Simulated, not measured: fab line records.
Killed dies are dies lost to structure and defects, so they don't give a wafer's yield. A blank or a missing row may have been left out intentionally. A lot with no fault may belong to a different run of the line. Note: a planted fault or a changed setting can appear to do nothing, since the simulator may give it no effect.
fab line records | flow n5Finfet
record: lots: 4 wafers: 12 lastDay: 17
route steps=1938 shown HKMG_FIN@455 GATE_CUT@465 PASSIVATION@1936
lots with no fault: from the same line, run without faults
startH: the number of hours between the record's first day and the start of the first shown wafer of the lot | waitH: how many hours have passed since the lot's step before this one | " identical to the entry in the row above | L1.1+2: a single row standing in for several wafers | - no value, or no start given | * or withheld: withheld | < > ~ a bound
route shown NAME@n: names a module that has steps shown in the file, with the first one's number in the route | usual: average and standard deviation across the fault-free wafers | same: alike in all rows | chamber/n: place in a boat | sites: per-site readings | _std_site: their standard deviation | _edge_site: outer sites' mean less inner sites' | radiusMm: for every site, how far away it sits from the centre of the wafer | mask NAME#n: copy n | behind: the tool/chamber that last shaped the wafer | hold: reason for holding the lot/hours on hold/outcome of the hold | device: which transistor (n, p or np) failed to switch | end of line: the route-end tests of the same wafers | a step with no rows: only its recipe | killed: dies that structure and defects cost at the first sort, which is not the same as the wafer's yield | map: a wafer's dies, marking killed ones x, the rest . and places with no die _
set.NAME: the setting the step ran with; set.NAME@STEP: the setting that earlier step ran with | model.NAME: the simulator's own value behind a step, which no gauge read
lots at some steps of the route; a table a step, a row a wafer
services: the hour from which a tool's chamber was out of use, counted from the record's first day as startH (under 0 if before that day), plus the number of hours and why
== steps ==
step: N5_HKMG_FIN_STRIP_69
recipe: chemistry: N2/H2 powerW: 2500 tempC: 300 h2Frac: 0.65 timeS: 360 pressureMtorr: withheld n2FlowSccm: 1750 h2FlowSccm: 3250
step: N5_HKMG_FIN_ALD_21
recipe: material: TiN targetThkA: 15 tempC: 400 aldPrecursorFamily: TiCl4 aldCoReactant: NH3 pulseTimeS: 1 purgeTimeS: 3 coReactantPurgeTimeS: 2 coReactantPulseTimeS: 2 aldCycles: 68 pressureTorr: 3
step: N5_HKMG_FIN_ALD_72
recipe: material: W targetThkA: 20 tempC: 300 pressureTorr: 7.5 aldPrecursorFamily: WF6 aldCoReactant: B2H6 pulseTimeS: 1 purgeTimeS: 2 coReactantPurgeTimeS: 2 coReactantPulseTimeS: 3 aldCycles: 7
step: N5_HKMG_FIN_W_FILL_22
recipe: material: W targetThkA: 600 tempC: 400 pressureTorr: 39.4 timeS: 18.2
step: N5_HKMG_FIN_PRECLEAN_83
recipe: chemistry: DIW timeS: 57.5 tempC: 23
step: N5_HKMG_FIN_SRD_84
recipe: dryTimeS: 32 dry: n2Spin spinRpm: 1500
step: N5_HKMG_FIN_CMP_23
recipe: stopOn: SiNx tOverpolishS: 10 postCmpClean: rinseOnly downForcePsi: 4 platenRpm: 50.289 padVelocityMS: 1.0006 targetThkNm: 46.326
step: N5_HKMG_FIN_CMP_94
recipe: stopOn: SiNx postCmpClean: wDiluteNh4oh tOverpolishS: 4.7 downForcePsi: 4 platenRpm: 50.289 padVelocityMS: 1.0006 targetThkNm: 43.299
step: N5_GATE_CUT_ETCHBACK_00
recipe: chemistry: SF6/Cl2 target: W pressureMtorr: 8 icpW: 900 biasW: 80 SF6_flow_sccm: 40 Cl2_flow_sccm: 60
step: N5_GATE_CUT_ETCH_56
recipe: chemistry: Cl2/Ar target: TiN targetDepthA: 216 pressureMtorr: 10 icpW: 600 biasW: 60 Cl2_flow_sccm: 40 Ar_flow_sccm: 60
step: N5_GATE_CUT_ETCHBACK_30
recipe: chemistry: Cl2/Ar target: TiN targetDepthA: 30 mode: isotropic pressureMtorr: 10 icpW: 600 biasW: 60 Cl2_flow_sccm: 40 Ar_flow_sccm: 60
usual: drypumpMotorCurrentA: 5.6/0.42 oesProductAu: 0.68/0.073 throttleValvePct: 21.01/0.18
columns lot.wafer tool chamber startH waitH drypumpMotorCurrentA oesProductAu rfHoursCounterH throttleValvePct
L591.1 rieMetal-02 1 83.31 0.1 6.1 0.70 73 21.03
L591.4 " 0 " " 5.0 0.83 - 20.66
L591.5 " 1 " " 6.1 0.70 - 21.04
L598.2 rieMetal-03 0 127.76 0.1 5.7 0.64 114 21.05
L598.4 " 1 " " 5.1 0.58 - 21.02
L598.6 " 1 " " 5.1 0.58 - 21.03
L610.1 rieMetal-02 0 194.14 0.1 5.1 0.79 35 20.72
L610.3 " 0 " " 5.1 0.79 - 20.73
L610.4 " 1 " " 6.1 0.68 - 21.05
L612.2 rieMetal-02 0 205.88 0.1 5.1 0.79 36 20.69
L612.5 " 0 " " 5.1 0.79 - 20.70
L612.6 " 1 " " 6.1 0.68 - 21.06
step: N5_GATE_CUT_VAPOR_ETCH_60
recipe: chemistry: BCl3/Cl2 target: HfO2 mode: isotropic
step: N5_GATE_CUT_ETCH_58
recipe: chemistry: CH3F/O2 target: SiNx targetDepthA: 170 timeS: 128.6 ionEnergyEv: 50 pressureMtorr: 30 sourceW: 415 biasW: 21 Ar_flow_sccm: 150 CH3F_flow_sccm: 30 O2_flow_sccm: 20
step: N5_GATE_CUT_STRIP_59
recipe: chemistry: N2/H2 timeS: 20 powerW: 100 tempC: 40 pressureMtorr: 100 rfFrequencyHz: 6e+07 biasPowerW: 3 n2FlowSccm: 300 h2FlowSccm: 300
step: N5_GATE_CUT_PRECLEAN_31
recipe: tempC: 23 chemistry: DIW timeS: 300
step: N5_GATE_CUT_SRD_32
recipe: timeS: 30 tempC: 23 rinseLiquid: diw dry: ipaMarangoni
step: N5_GATE_CUT_SAC_CAP_01
recipe: material: SiNx targetThkA: 240 tempC: 400 aldPrecursorFamily: SiH2I2 aldCoReactant: N2/H2-plasma pulseTimeS: 1 aldCycles: 480 purgeTimeS: 2 coReactantPurgeTimeS: 2 pressureTorr: 2
step: N5_GATE_CUT_PECVD_57
recipe: material: SiNx targetThkA: 210 tempC: 400 precursor: SiH4/NH3/N2 pressureTorr: 1.5 rfW: 300
step: N5_GATE_CUT_CMP_02
recipe: stopOn: SiO2 tOverpolishS: 12.7 postCmpClean: alkalineBrush downForcePsi: 2.5 platenRpm: 51.8 padVelocityMS: 1.0307 targetThkNm: 0
step: N5_GATE_CUT_HM_DEP_46
recipe: material: SiO2 targetThkA: 1300 tempC: 400 precursor: TEOS/O2 pressureTorr: 6.5 rfW: 900 teosFlowSccm: 161.4 gas: O2 flowSccm: 2650 timeS: 26.6
step: N5_GATE_CUT_COAT_34
recipe: resist: SOC tempC: 250 timeS: 60 spinRpm: 1500 resistThkNm: 60
step: N5_GATE_CUT_COAT_35
recipe: resist: SiARC tempC: 220 timeS: 60 spinRpm: 1500 resistThkNm: 10
step: N5_GATE_CUT_COAT_27
recipe: resist: underlayer tempC: 205 timeS: 60 spinRpm: 1500 resistThkNm: 10
step: N5_GATE_CUT_COAT_07
recipe: resist: CAR-EUV spinRpm: 1500 resistThkNm: 30
step: N5_GATE_CUT_EBR_09
recipe: solvent: PGMEA ebrWidthMm: 1.5
step: N5_GATE_CUT_SOFTBAKE_08
recipe: tempC: 110 timeS: 60 resist: CAR-EUV
step: N5_GATE_CUT_EXPOSE_10
recipe: maskId: GATE_CUT na: 0.33 sourceShape: annular sigmaInner: 0.35 sigmaOuter: 0.8 polarization: unpolarized targetCdNm: 20 doseMj: 43.25
step: N5_GATE_CUT_PEB_11
recipe: pebTempC: 100 pebTimeS: 60 resist: CAR-EUV
step: N5_GATE_CUT_DEVELOP_12
recipe: developTimeS: 30 developer: TMAH resist: CAR-EUV rinseLiquid: surfactantRinse dry: airSpin devTempC: 23
step: N5_GATE_CUT_DESCUM_18
recipe: chemistry: O2 timeS: 7 sourcePowerW: 50 biasPowerW: 20 pressureMtorr: 20 rfFrequencyHz: 2.712e+07 tempC: 40 resist: CAR-EUV o2FlowSccm: 225
step: N5_GATE_CUT_ETCH_28
recipe: chemistry: N2/H2 target: underlayer targetDepthA: 130 maskMaterial: CAR-EUV timeS: 10.4 ionEnergyEv: 200 pressureMtorr: 30 sourceW: 840 biasW: 150 n2FlowSccm: 200 h2FlowSccm: 200 ends: cleared
step: N5_GATE_CUT_ETCH_36
recipe: chemistry: CF4 target: SiARC targetDepthA: 130 maskMaterial: CAR-EUV timeS: 21.7 ionEnergyEv: 80 pressureMtorr: 40 sourceW: 545 biasW: 36 Ar_flow_sccm: 100 cf4FlowSccm: 100 ends: cleared
step: N5_GATE_CUT_ETCH_37
recipe: chemistry: N2/H2 target: SOC targetDepthA: 600 overetchA: 120 maskMaterial: SiARC tempC: 40 timeS: 90 ionEnergyEv: 200 pressureMtorr: 30 sourceW: 840 biasW: 150 n2FlowSccm: 200 h2FlowSccm: 200
step: N5_GATE_CUT_STRIP_38
recipe: chemistry: N2/H2 tempC: 40 n2FlowSccm: 200 h2FlowSccm: 200 rfFrequencyHz: 6e+07
step: N5_GATE_CUT_STRIP_39
recipe: chemistry: N2/H2 tempC: 40 n2FlowSccm: 200 h2FlowSccm: 200 rfFrequencyHz: 6e+07
step: N5_GATE_CUT_HM_OPEN_40
recipe: chemistry: C4F6/O2 target: SiO2 maskMaterial: SiARC targetDepthA: 1390 timeS: 85.1 ionEnergyEv: 250 pressureMtorr: 30 sourceW: 345 biasW: 185 Ar_flow_sccm: 300 C4F6_flow_sccm: 10 O2_flow_sccm: 10 ends: cleared
step: N5_PASSIVATION_PROBE_49
usual: defectLimitedYield: 91.6/1.6 killed_at_M0_to_M3: 31/10 killed_at_M4_up: 14/6.3 killedAtContacts: 12/6.1 killedAtFrontEnd: 39/12 killedAtOther: 3.7/2.8 killedDies: 100/19 killedOnRim: 13/4.2 killedOpen: 66/14 killedShort: 33/8.1 sort_bin_5_function: 5.0/1.1 sort_bin_6_memory: 3.2/0.66 sortNPass: 1080/18 sortYieldPct: 91.6/1.6
same: grossDies: 1180 killedAtBackSide: 0 sort_bin_4_leakage[%]: 0 sort_bin_8_speed[%]: 0
columns lot.wafer tool chamber startH waitH defectLimitedYield[%] killed_at_M0_to_M3 killed_at_M4_up killedAtContacts killedAtFrontEnd killedAtOther killedDies killedOnRim killedOpen killedShort sort_bin_5_function[%] sort_bin_6_memory[%] sortNPass sortYieldPct[%]
L610.1 prober-01 - 393.20 0.0 85.0 13 24 10 124 6 177 25 67 26 9.6 3.5 1003 85.0
L610.3 prober-01 - 393.30 0.1 83.0 32 9 25 132 3 201 29 82 27 10.3 4.4 979 83.0
L610.4 prober-01 - 393.35 0.2 86.1 22 11 17 114 0 164 33 50 25 7.4 3.4 1016 86.1
L612.2 prober-02 - 406.43 0.1 86.2 20 16 19 105 3 163 31 53 25 8.1 3.1 1017 86.2
L612.5 prober-02 - 406.58 0.2 86.1 15 14 22 112 1 164 26 50 20 8.1 3.2 1016 86.1
L612.6 prober-02 - 406.63 0.3 85.2 29 16 11 118 1 175 33 54 35 9.0 3.4 1005 85.2
killed by level:class
L610.1 GATE_CUT:unspecified=84 BEOL_M5:geometricParticle:open=12 STI_FIN_REVEAL:geometricParticle:open=10 MOL_CONTACT_COAG:geometricParticle:open=10 BEOL_M1:geometricParticle:open=9 GATE_CUT:geometricParticle:short=7 FIN_SAQP:geometricParticle:open=5 STARTING-WAFER:geometricParticle:open=5
L610.3 GATE_CUT:unspecified=90 MOL_CONTACT_COAG:geometricParticle:open=21 STI_FIN_REVEAL:geometricParticle:open=13 BEOL_M3:geometricParticle:open=10 FIN_SAQP:geometricParticle:open=9 BEOL_M0_SAQP:geometricParticle:short=8 BEOL_M0_SAQP:geometricParticle:open=7 FIN_SAQP:geometricParticle:short=5
L610.4 GATE_CUT:unspecified=89 MOL_CONTACT_COAG:geometricParticle:open=11 STI_FIN_REVEAL:geometricParticle:open=7 FIN_SAQP:geometricParticle:open=6 MOL_CONTACT_COAG:geometricParticle:short=6 BEOL_M0_SAQP:geometricParticle:short=6 BEOL_M0_SAQP:geometricParticle:open=5 FIN_SAQP:geometricParticle:short=3
L612.2 GATE_CUT:unspecified=84 MOL_CONTACT_COAG:geometricParticle:open=13 BEOL_M4:geometricParticle:open=7 MOL_CONTACT_COAG:geometricParticle:short=6 BEOL_M3:geometricParticle:open=5 DUMMY_GATE:geometricParticle:open=4 FIN_SAQP:geometricParticle:open=3 GATE_CUT:geometricParticle:short=3
L612.5 GATE_CUT:unspecified=91 MOL_CONTACT_COAG:geometricParticle:open=19 BEOL_M4:geometricParticle:open=8 BEOL_M0_SAQP:geometricParticle:open=4 DUMMY_GATE:geometricParticle:open=3 ILD0:geometricParticle:short=3 MOL_CONTACT_COAG:geometricParticle:short=3 BEOL_M0_SAQP:geometricParticle:short=3
L612.6 GATE_CUT:unspecified=84 FIN_SAQP:geometricParticle:short=10 MOL_CONTACT_COAG:geometricParticle:open=10 BEOL_M0_SAQP:geometricParticle:open=9 BEOL_M0_SAQP:geometricParticle:short=8 STI_FIN_REVEAL:geometricParticle:open=7 BEOL_M2:geometricParticle:open=7 STARTING-WAFER:geometricParticle:short=5
map L610.3 (x killed, . not)
_________________.........x..________________
______________....x........xx..x_____________
___________xx...............x......__________
__________......x..................._________
________.........xx.....x.......x..x.._______
_______.................x.............x______
______....x.........x.xxx..........xxxxx_____
_____...........x.x......x.........x.xxxx____
____..................x............xxxxxxx___
___.....x.................xx......xxxxxxxxx__
___.................x..............xxxxxxxx__
__........xx...........x.x.......xxxxxxxxxxx_
__................................x.xxxxxxxx_
_...x......xx...........x...........xxxxxxxxx
_..x........x...x...........x.x....xxxxxxxxxx
_..............x....x.....x......x.xx.xxxxxxx
_...........xx.........x..x.....x...x.xxxxxxx
_..x....x................x..............x..x.
_....x.......x..............xx......x...x....
_x...xx........x......x...................x..
_..........x...x..x...x................x.....
__.............x.x.........................x_
__..........x.x.x...x.......x...........x..._
___.................x............x.......x.__
___.....x...............x.....x............__
____....x........................x........___
_____......................x.xx..x.......____
______....x.....................xx.xx.x._____
_______...........................x....______
________........xx..x................._______
__________......x.............x.x..x_________
___________........x..x............__________
______________x................._____________
_________________............________________
map L612.6 (x killed, . not)
_________________.......x...x________________
______________x................._____________
___________..x...x..............x..__________
__________.........x................_________
________....x........................._______
_______................................______
______.x.......x.............x.........._____
_____...x.............x..................____
____.x..........................x.........___
___........................................__
___.............................x..........__
__................x.x..x....x..x.....x......_
__.................................xx...x..._
_..................................x......x..
_...........x................................
_...............x.x.......................x..
_.....x.......x..xx....x....x.x..x...........
_..........x.........x..x..........x.........
_x..........x..............x............x....
_...x......x.......x.........................
_...x................................x...x...
__..xx........x....x.........x......x......._
__......xx....................x.....x.....x._
___......................x...x.....x......x__
___................x.......................__
____.........xx.....................x.....___
_____....x.x..xxxxx....x.......x...x.....____
______..x.xxxxxxxxxx..x..x.............._____
_______.x.xxxxxxxxxxxx..x...........x..______
________...xxxxxxxxxx.xx......x....x.._______
__________xxxxxxxxxxxxxxx..........._________
___________xxxxxxxxxxxxxx..........__________
______________xxxxxxxxxx.x.....x_____________
_________________xxxxxxxx.xx.________________
== services ==
columns tool chamber startH hours kind
rieMetal-02 1 136.47 5.3 repair
rieMetal-03 - 146.71 0.8 repair
rieMetal-03 1 151.56 - clean
rieMetal-03 1 151.56 14.8 scheduledDown
rieMetal-03 1 151.56 14.8 ventCycle
== key ==
firstSign: step: N5_PASSIVATION_PROBE_49 reading: killedAtFrontEnd direction: up sigmas: 6.4 usual: 39 struck: 118
effect: step: N5_PASSIVATION_PROBE_49 reading: defectLimitedYield direction: down sigmas: 4 usual: 91.6 struck: 85.3
moreKillsBornAt: N5_GATE_CUT_ETCHBACK_30@rieMetal-02: 522
metAt N5_GATE_CUT_ETCHBACK_30
struckWafers L610.1,L610.3,L610.4,L612.2,L612.5,L612.6
onsetBetween 83.31 194.14
alsoFits time
fault: kind: chamberParticleSource tool: rieMetal-02 chamber: - onsetH: 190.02 steps: N5_GATE_CUT_ETCHBACK_30 ratePerVisitCm2: 1.3598 endH: 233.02
